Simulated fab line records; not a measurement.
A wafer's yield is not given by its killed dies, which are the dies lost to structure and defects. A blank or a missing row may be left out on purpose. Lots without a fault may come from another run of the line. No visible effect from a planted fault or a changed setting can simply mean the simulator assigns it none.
fab line records | flow n5-finfet
record: lots: 4 wafers: 10 last-day: 17
route steps=1938 shown BEOL_M4@1099 BEOL_M5@1112 BEOL_M7@1324 PASSIVATION@1936
lots that met no fault: from a run of the same line without faults
start-h: hours from the record's opening day to when the first of the lot's shown wafers began | wait-h: hours elapsed since this lot's preceding step | " as in the row above | L1.1+2: a single row standing in for several wafers | - either no value or no given start | * or withheld: withheld | < > ~ a bound
route shown NAME@n: NAME is a module with steps in the file, n the number in the route of the first one | usual: mean and standard deviation over wafers with no fault | same: alike in all rows | chamber/n: place in a boat | sites: per-site readings | _std_site: standard deviation across them | _edge_site: mean of outer sites minus mean of inner sites | radius-mm: how far each site lies from the wafer's centre | mask NAME#n: copy n | behind: the last tool/chamber to shape the wafer | hold: why the lot was held/for how many hours/how that ended | device: the transistor (n, p or np) that didn't switch | end of line: the same wafers' tests at the end of the route | a step without rows: its recipe alone | killed: count of dies lost to structure and defects at first sort (not the wafer's yield) | map: a wafer's dies, marking killed ones x, the rest . and places with no die _
set.NAME: the setting the step ran with; set.NAME@STEP: the setting that earlier step ran with | model.NAME: the simulator's own value behind a step, which no gauge read
lots at some steps of the route; a table a step, a row a wafer
services: a tool's chamber out of use, with start hour (start-h, from the record's first day; less than 0 if before it), hours out, and reason
== steps ==
step: N5_BEOL_M4_ANNEAL_95
recipe: temp-c: 400 time-s: 240 ambient: vacuum
step: N5_BEOL_M4_SPUTTER_96
recipe: material: Cu target-thk-a: 45 temp-c: -20 chamber-pressure-pa: 0.07 power-w: withheld time-s: 8.29
step: N5_BEOL_M4_ECD_50
recipe: material: Cu target-thk-a: 3000
step: N5_BEOL_M4_ANNEAL_51
recipe: temp-c: 225 time-s: 90 ambient: N2
step: N5_BEOL_M4_CMP_52
recipe: stop-on: SiOC t-overpolish-s: 6.8 down-force-psi: 1 platen-rpm: 50 clearing-platen-down-force-psi: 1.5 clearing-platen-rpm: 50 post-cmp-clean: cu-alkaline target-thk-nm: 40 clearing-platen-pad-velocity-m-s: 0.99484 pad-velocity-m-s: 0.99484
step: N5_BEOL_M4_PRE_CLEAN_60
recipe: gas: NH3/H2 time-s: 15 temp-c: * rf-power-w: 300
step: N5_BEOL_M4_CO_CAP_55
recipe: material: Co target-thk-a: 20 temp-c: 200 precursor: CCTBA/H2 pressure-torr: 30 time-s: 102.1
step: N5_BEOL_M4_PRE_CLEAN_56
recipe: gas: NH3 time-s: 15 temp-c: withheld rf-power-w: 300
step: N5_BEOL_M4_DEP_57
recipe: material: SiCN target-thk-a: 80 temp-c: withheld precursor: 3MS/NH3 pressure-torr: 3 rf-w: 202 time-s: 14
step: N5_BEOL_M4_RC_MEAS_101
usual: DIBL_N: 37.4/2.1 DIBL_P: 37.8/2.5 IOFF_N: 0.19/0.045 IOFF_P: 0.24/0.05 ION_N: 682/16 ION_P: 467/11 SS_N: 71.9/0.67 SS_P: 73.6/0.76 VT_N: 247/3.6 VT_P: -248/3.6
columns lot.wafer tool chamber start-h wait-h DIBL_N[mV/V] DIBL_P[mV/V] IOFF_N[nA/um] IOFF_P[nA/um] ION_N[uA/um] ION_P[uA/um] SS_N[mV/dec] SS_P[mV/dec] VT_N[mV] VT_P[mV]
L140.4 prober-02 0 278.35 0.5 39.7 41.8 0.25 0.32 718 492 73.0 74.6 245 -244
L140.5 " 0 " " 35.5 37.2 0.16 0.24 666 464 70.8 74.1 249 -247
L140.6 " 0 " " 36.3 37.7 0.18 0.25 696 480 71.7 74.1 248 -246
L141.2 prober-01 0 283.53 0.2 38.0 38.2 0.18 0.26 689 472 72.0 73.7 247 -247
L141.3 " 0 " " 42.4 45.0 0.33 0.41 725 500 72.3 74.9 239 -240
L141.4 " 0 " " 36.9 36.4 0.15 0.21 686 474 72.1 72.7 249 -250
L142.1 prober-02 0 284.67 0.0 35.6 35.6 0.14 0.19 664 455 70.8 72.3 251 -248
L142.5 " 0 " " 40.6 39.9 0.23 0.26 672 455 72.6 73.7 247 -250
L144.4 prober-02 0 288.53 0.5 36.0 34.2 0.15 0.21 652 453 71.8 73.1 255 -249
L144.6 " 0 " " 37.8 37.1 0.20 0.28 711 489 71.2 74.0 244 -244
step: N5_BEOL_M5_ILD_DEP_00
recipe: material: SiCOH_lowk target-thk-a: 1406.4 temp-c: 300 precursor: DEMS/porogen pressure-torr: 5 rf-w: 500 time-s: 25.9
step: N5_BEOL_M5_CURE_79
recipe: temp-c: 385 time-s: 240 ambient: He/Ar material: SiCOH_lowk
step: N5_BEOL_M5_PECVD_70
recipe: material: SiO2 target-thk-a: 160 temp-c: 400 precursor: TEOS/O2 pressure-torr: 5.5 rf-w: 450 teos-flow-sccm: 53.8 gas: O2 flow-sccm: 3000 time-s: 18
step: N5_BEOL_M5_HM_DEP_02
recipe: material: TiN target-thk-a: 200 temp-c: 25 chamber-pressure-pa: 0.49996
step: N5_BEOL_M5_COAT_59
recipe: resist: SOC temp-c: 250 time-s: 60 spin-rpm: 1500 resist-thk-nm: 60
step: N5_BEOL_M5_COAT_60
recipe: resist: SiARC temp-c: 220 time-s: 60 spin-rpm: 1500 resist-thk-nm: 12
step: N5_BEOL_M5_COAT_71
recipe: resist: underlayer temp-c: 205 time-s: 60 spin-rpm: 1500 resist-thk-nm: 5
step: N5_BEOL_M5_COAT_05
recipe: resist: CAR-EUV spin-rpm: 1500 resist-thk-nm: 30
step: N5_BEOL_M5_EBR_07
recipe: solvent: PGMEA ebr-width-mm: 1.5
step: N5_BEOL_M5_SOFTBAKE_06
recipe: temp-c: 110 time-s: 60 resist: CAR-EUV
step: N5_BEOL_M5_EXPOSE_08
recipe: mask-id: M5 na: 0.33 source-shape: annular sigma-inner: 0.4 sigma-outer: 0.8 polarization: unpolarized target-cd-nm: 28 dose-mj: 35.75
step: N5_BEOL_M5_PEB_09
recipe: peb-temp-c: 100 peb-time-s: 60 resist: CAR-EUV
step: N5_BEOL_M5_DEVELOP_10
recipe: develop-time-s: 30 developer: TMAH resist: CAR-EUV rinse-liquid: surfactant-rinse dry: air-spin dev-temp-c: 23
step: N5_BEOL_M5_DESCUM_16
recipe: chemistry: O2 time-s: 7 source-power-w: 50 bias-power-w: 20 pressure-mtorr: 20 rf-frequency-hz: 2.712e+07 temp-c: 40 resist: CAR-EUV o2-flow-sccm: 225
step: N5_BEOL_M5_ETCH_72
recipe: chemistry: N2/H2 target: underlayer target-depth-a: 65 mask-material: CAR-EUV time-s: 5.2 ion-energy-ev: 200 pressure-mtorr: 30 source-w: 840 bias-w: 150 n2-flow-sccm: 200 h2-flow-sccm: 200 ends: cleared
step: N5_BEOL_M5_ETCH_61
recipe: chemistry: CF4 target: SiARC target-depth-a: 156 mask-material: CAR-EUV time-s: 26 ion-energy-ev: 80 pressure-mtorr: 40 source-w: 545 bias-w: 36 Ar_flow_sccm: 100 cf4-flow-sccm: 100 ends: cleared
step: N5_BEOL_M5_ETCH_62
recipe: chemistry: N2/H2 target: SOC target-depth-a: 750 overetch-a: 150 mask-material: SiARC temp-c: 40 time-s: 112.5 ion-energy-ev: 200 pressure-mtorr: 30 source-w: 840 bias-w: 150 n2-flow-sccm: 200 h2-flow-sccm: 200
step: N5_BEOL_M5_STRIP_63
recipe: chemistry: N2/H2 temp-c: 40 n2-flow-sccm: 200 h2-flow-sccm: 200 rf-frequency-hz: 6e+07
step: N5_BEOL_M5_STRIP_73
recipe: chemistry: N2/H2 temp-c: 40 n2-flow-sccm: 200 h2-flow-sccm: 200 rf-frequency-hz: 6e+07
step: N5_BEOL_M5_STRIP_64
recipe: chemistry: CF4 resist: SiARC power-w: 300 bias-power-w: 75 pressure-mtorr: 50 cf4-flow-sccm: 150 rf-frequency-hz: 6e+07
step: N5_BEOL_M5_HM_OPEN_17
recipe: chemistry: Cl2/BCl3 target-depth-a: 200 overetch-a: 60 target: TiN mask-material: SOC ion-energy-ev: 150 pressure-mtorr: 10 icp-w: 1000 bias-w: 126 Cl2_flow_sccm: 53.25 bcl3-flow-sccm: 21.75 Ar_flow_sccm: 25
step: N5_BEOL_M5_STRIP_19
recipe: chemistry: O2 power-w: 400 temp-c: 40 pressure-mtorr: 30 rf-frequency-hz: 6e+07 bias-power-w: 0 overash-fraction: 0.2 o2-flow-sccm: 225
step: N5_BEOL_M5_COAT_65
recipe: resist: SOC temp-c: 250 time-s: 60 spin-rpm: 1500 resist-thk-nm: 60
step: N5_BEOL_M5_COAT_66
recipe: resist: SiARC temp-c: 220 time-s: 60 spin-rpm: 1500 resist-thk-nm: 12
step: N5_BEOL_M7_ECD_50
recipe: material: Cu target-thk-a: 3000
columns lot.wafer tool chamber start-h wait-h
L140.4+5+6 ecd-cu-02 0,0,1 308.26 0.1
L141.2+3+4 ecd-cu-02 0,0,1 312.56 0.1
L144.4+6 ecd-cu-02 1 322.49 0.1
L142.1+5 ecd-cu-02 1 336.84 0.1
step: N5_BEOL_M7_CMP_52
recipe: stop-on: SiCOH_lowk t-overpolish-s: 6.9 down-force-psi: 1 platen-rpm: 50 clearing-platen-down-force-psi: 1.5 clearing-platen-rpm: 50 post-cmp-clean: cu-alkaline target-thk-nm: 80 clearing-platen-pad-velocity-m-s: 0.99484 pad-velocity-m-s: 0.99484
usual: motor-current-A: 6.1/0.64 retaining-ring-pressure-frac: 1.000/0.0051 time-to-endpoint-s: 63/3.4
columns lot.wafer tool chamber start-h wait-h motor-current-A retaining-ring-pressure-frac time-to-endpoint-s
L140.4 cmp-03 3 308.64 0.1 6.3 1.009 3
L140.5 " 3 " " 6.6 1.009 5
L140.6 " 0 " " 7.6 0.998 5
L141.2 cmp-04 1 313.00 0.2 6.4 0.993 1
L141.3 " 2 " " 5.4 0.999 6
L141.4 " 3 " " 6.3 1.003 2
L144.4 cmp-04 0 323.26 0.3 5.4 1.008 56
L144.6 " 2 " " 5.5 1.003 58
L142.1 cmp-04 2 337.23 0.3 5.0 1.005 63
L142.5 " 2 " " 5.1 1.001 63
step: N5_PASSIVATION_PROBE_49
usual: defect-limited-yield: 90.9/1.6 killed_at_M0_to_M3: 34/10 killed_at_M4_up: 13/5.4 killed-at-contacts: 13/6 killed-at-front-end: 42/13 killed-at-other: 4/3.2 killed-dies: 107/18 killed-on-rim: 14/4.2 killed-open: 69/14 killed-short: 35/7.7 sort_bin_5_function: 5.3/1 sort_bin_6_memory: 3.3/0.75 sort-n-pass: 1073/19 sort-yield-pct: 90.9/1.6
same: gross-dies: 1180 killed-at-back-side: 0 sort_bin_4_leakage[%]: 0 sort_bin_8_speed[%]: 0
columns lot.wafer tool chamber start-h wait-h defect-limited-yield[%] killed_at_M0_to_M3 killed_at_M4_up killed-at-contacts killed-at-front-end killed-at-other killed-dies killed-on-rim killed-open killed-short sort_bin_5_function[%] sort_bin_6_memory[%] sort-n-pass sort-yield-pct[%]
L140.4 prober-02 - 374.81 0.2 0 39 1070 7 61 3 1180 152 88 34 95.7 4.1 0 0
L140.5 prober-02 - 374.86 0.2 0 45 1062 13 58 2 1180 152 96 32 95.1 4.8 0 0
L140.6 prober-02 - 374.91 0.3 0 45 1071 8 47 9 1180 152 89 33 96.3 3.3 0 0
L141.2 prober-01 - 388.65 0.1 0 42 1095 13 25 5 1180 152 64 34 96.7 3.1 0 0
L141.3 prober-01 - 388.70 0.1 0 43 1101 8 26 2 1180 152 77 23 96.4 3.3 0 0
L141.4 prober-01 - 388.75 0.2 0 49 1089 9 25 8 1180 152 66 41 96.1 3.7 0 0
killed by level:class
L140.4 BEOL_M7:area-ecd=1047 STI_FIN_REVEAL:geometric-particle:open=15 BEOL_M4:geometric-particle:open=13 FIN_CUT:area-etch=10 BEOL_M3:geometric-particle:open=9 BEOL_M0_SAQP:geometric-particle:open=8 BEOL_M0_SAQP:geometric-particle:short=7 BEOL_M1:geometric-particle:open=7
L140.5 BEOL_M7:area-ecd=1052 FIN_SAQP:geometric-particle:open=18 STI_FIN_REVEAL:geometric-particle:open=17 BEOL_M2:geometric-particle:open=15 BEOL_M3:geometric-particle:open=10 MOL_CONTACT_COAG:geometric-particle:open=10 BEOL_M0_SAQP:geometric-particle:short=7 DUMMY_GATE:geometric-particle:open=5
L140.6 BEOL_M7:area-ecd=1058 BEOL_M3:geometric-particle:open=16 STI_FIN_REVEAL:geometric-particle:open=12 BEOL_M0_SAQP:geometric-particle:short=7 BEOL_M0_SAQP:geometric-particle:open=7 BEOL_M2:geometric-particle:open=6 FIN_SAQP:geometric-particle:open=5 DUMMY_GATE:geometric-particle:open=5
L141.2 BEOL_M7:area-ecd=1081 BEOL_M0_SAQP:geometric-particle:open=14 BEOL_M0_SAQP:geometric-particle:short=12 STI_FIN_REVEAL:geometric-particle:open=9 MOL_CONTACT_COAG:geometric-particle:open=7 BEOL_M4:geometric-particle:open=7 MOL_CONTACT_COAG:geometric-particle:short=6 BEOL_M2:geometric-particle:open=6
L141.3 BEOL_M7:area-ecd=1077 BEOL_M4:geometric-particle:open=20 BEOL_M0_SAQP:geometric-particle:open=11 BEOL_M0_SAQP:geometric-particle:short=8 BEOL_M2:geometric-particle:open=7 FIN_SAQP:geometric-particle:open=6 MOL_CONTACT_COAG:geometric-particle:open=6 BEOL_M3:geometric-particle:open=6
L141.4 BEOL_M7:area-ecd=1072 BEOL_M0_SAQP:geometric-particle:open=15 BEOL_M0_SAQP:geometric-particle:short=11 BEOL_M1:geometric-particle:open=9 GATE_CUT:geometric-particle:short=7 BEOL_M4:geometric-particle:open=7 PAD_METAL:geometric-particle:short=6 DUMMY_GATE:geometric-particle:open=5
map L140.4 (x killed, . not)
_________________xxxxxxxxxxxx________________
______________xxxxxxxxxxxxxxxxxx_____________
___________xxxxxxxxxxxxxxxxxxxxxxxx__________
__________xxxxxxxxxxxxxxxxxxxxxxxxxx_________
________xxxxxxxxxxxxxxxxxxxxxxxxxxxxxx_______
_______xxxxxxxxxxxxxxxxxxxxxxxxxxxxxxxx______
______xxxxxxxxxxxxxxxxxxxxxxxxxxxxxxxxxx_____
_____xxxxxxxxxxxxxxxxxxxxxxxxxxxxxxxxxxxx____
____xxxxxxxxxxxxxxxxxxxxxxxxxxxxxxxxxxxxxx___
___xxxxxxxxxxxxxxxxxxxxxxxxxxxxxxxxxxxxxxxx__
___xxxxxxxxxxxxxxxxxxxxxxxxxxxxxxxxxxxxxxxx__
__xxxxxxxxxxxxxxxxxxxxxxxxxxxxxxxxxxxxxxxxxx_
__xxxxxxxxxxxxxxxxxxxxxxxxxxxxxxxxxxxxxxxxxx_
_xxxxxxxxxxxxxxxxxxxxxxxxxxxxxxxxxxxxxxxxxxxx
_xxxxxxxxxxxxxxxxxxxxxxxxxxxxxxxxxxxxxxxxxxxx
_xxxxxxxxxxxxxxxxxxxxxxxxxxxxxxxxxxxxxxxxxxxx
_xxxxxxxxxxxxxxxxxxxxxxxxxxxxxxxxxxxxxxxxxxxx
_xxxxxxxxxxxxxxxxxxxxxxxxxxxxxxxxxxxxxxxxxxxx
_xxxxxxxxxxxxxxxxxxxxxxxxxxxxxxxxxxxxxxxxxxxx
_xxxxxxxxxxxxxxxxxxxxxxxxxxxxxxxxxxxxxxxxxxxx
_xxxxxxxxxxxxxxxxxxxxxxxxxxxxxxxxxxxxxxxxxxxx
__xxxxxxxxxxxxxxxxxxxxxxxxxxxxxxxxxxxxxxxxxx_
__xxxxxxxxxxxxxxxxxxxxxxxxxxxxxxxxxxxxxxxxxx_
___xxxxxxxxxxxxxxxxxxxxxxxxxxxxxxxxxxxxxxxx__
___xxxxxxxxxxxxxxxxxxxxxxxxxxxxxxxxxxxxxxxx__
____xxxxxxxxxxxxxxxxxxxxxxxxxxxxxxxxxxxxxx___
_____xxxxxxxxxxxxxxxxxxxxxxxxxxxxxxxxxxxx____
______xxxxxxxxxxxxxxxxxxxxxxxxxxxxxxxxxx_____
_______xxxxxxxxxxxxxxxxxxxxxxxxxxxxxxxx______
________xxxxxxxxxxxxxxxxxxxxxxxxxxxxxx_______
__________xxxxxxxxxxxxxxxxxxxxxxxxxx_________
___________xxxxxxxxxxxxxxxxxxxxxxxx__________
______________xxxxxxxxxxxxxxxxxx_____________
_________________xxxxxxxxxxxx________________
map L141.2 (x killed, . not)
_________________xxxxxxxxxxxx________________
______________xxxxxxxxxxxxxxxxxx_____________
___________xxxxxxxxxxxxxxxxxxxxxxxx__________
__________xxxxxxxxxxxxxxxxxxxxxxxxxx_________
________xxxxxxxxxxxxxxxxxxxxxxxxxxxxxx_______
_______xxxxxxxxxxxxxxxxxxxxxxxxxxxxxxxx______
______xxxxxxxxxxxxxxxxxxxxxxxxxxxxxxxxxx_____
_____xxxxxxxxxxxxxxxxxxxxxxxxxxxxxxxxxxxx____
____xxxxxxxxxxxxxxxxxxxxxxxxxxxxxxxxxxxxxx___
___xxxxxxxxxxxxxxxxxxxxxxxxxxxxxxxxxxxxxxxx__
___xxxxxxxxxxxxxxxxxxxxxxxxxxxxxxxxxxxxxxxx__
__xxxxxxxxxxxxxxxxxxxxxxxxxxxxxxxxxxxxxxxxxx_
__xxxxxxxxxxxxxxxxxxxxxxxxxxxxxxxxxxxxxxxxxx_
_xxxxxxxxxxxxxxxxxxxxxxxxxxxxxxxxxxxxxxxxxxxx
_xxxxxxxxxxxxxxxxxxxxxxxxxxxxxxxxxxxxxxxxxxxx
_xxxxxxxxxxxxxxxxxxxxxxxxxxxxxxxxxxxxxxxxxxxx
_xxxxxxxxxxxxxxxxxxxxxxxxxxxxxxxxxxxxxxxxxxxx
_xxxxxxxxxxxxxxxxxxxxxxxxxxxxxxxxxxxxxxxxxxxx
_xxxxxxxxxxxxxxxxxxxxxxxxxxxxxxxxxxxxxxxxxxxx
_xxxxxxxxxxxxxxxxxxxxxxxxxxxxxxxxxxxxxxxxxxxx
_xxxxxxxxxxxxxxxxxxxxxxxxxxxxxxxxxxxxxxxxxxxx
__xxxxxxxxxxxxxxxxxxxxxxxxxxxxxxxxxxxxxxxxxx_
__xxxxxxxxxxxxxxxxxxxxxxxxxxxxxxxxxxxxxxxxxx_
___xxxxxxxxxxxxxxxxxxxxxxxxxxxxxxxxxxxxxxxx__
___xxxxxxxxxxxxxxxxxxxxxxxxxxxxxxxxxxxxxxxx__
____xxxxxxxxxxxxxxxxxxxxxxxxxxxxxxxxxxxxxx___
_____xxxxxxxxxxxxxxxxxxxxxxxxxxxxxxxxxxxx____
______xxxxxxxxxxxxxxxxxxxxxxxxxxxxxxxxxx_____
_______xxxxxxxxxxxxxxxxxxxxxxxxxxxxxxxx______
________xxxxxxxxxxxxxxxxxxxxxxxxxxxxxx_______
__________xxxxxxxxxxxxxxxxxxxxxxxxxx_________
___________xxxxxxxxxxxxxxxxxxxxxxxx__________
______________xxxxxxxxxxxxxxxxxx_____________
_________________xxxxxxxxxxxx________________
== services ==
columns tool chamber start-h hours kind
cmp-04 - 285.55 4.0 pm
cmp-04 - 289.55 - consumable-replace:conditioner
cmp-04 - 289.55 - consumable-replace:pad
cmp-03 - 332.55 0.6 repair
cmp-03 - 335.14 7.4 pm
== key ==
first-sign: step: N5_BEOL_M7_CMP_52 reading: time-to-endpoint-s direction: down sigmas: 17 usual: * struck: *
effect: step: N5_PASSIVATION_PROBE_49 reading: killed_at_M4_up direction: up sigmas: 99+ usual: 13 struck: 1081
more-kills-born-at: N5_BEOL_M7_ECD_50@ecd-cu-02: 6387
met-at N5_BEOL_M7_ECD_50
struck-wafers L140.4,L140.5,L140.6,L141.2,L141.3,L141.4
later-rows-left-out L140.4,L140.5,L140.6,L141.2,L141.3,L141.4
baseline-loss: step: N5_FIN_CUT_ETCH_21 wafers: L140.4
fault: kind: skipped-step-whole tool: ecd-cu-02 chamber: - onset-h: 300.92 steps: N5_BEOL_M7_ECD_50 scope: struck-lots-only
later-rows-left-out: the simulator's readings of these wafers behind a module that went badly wrong aren't trusted and aren't shown, but for the sort
baseline-loss: these wafers lose ten dies or more at that step, a loss of the line's own and not of a fault; the sort's usual values leave them out
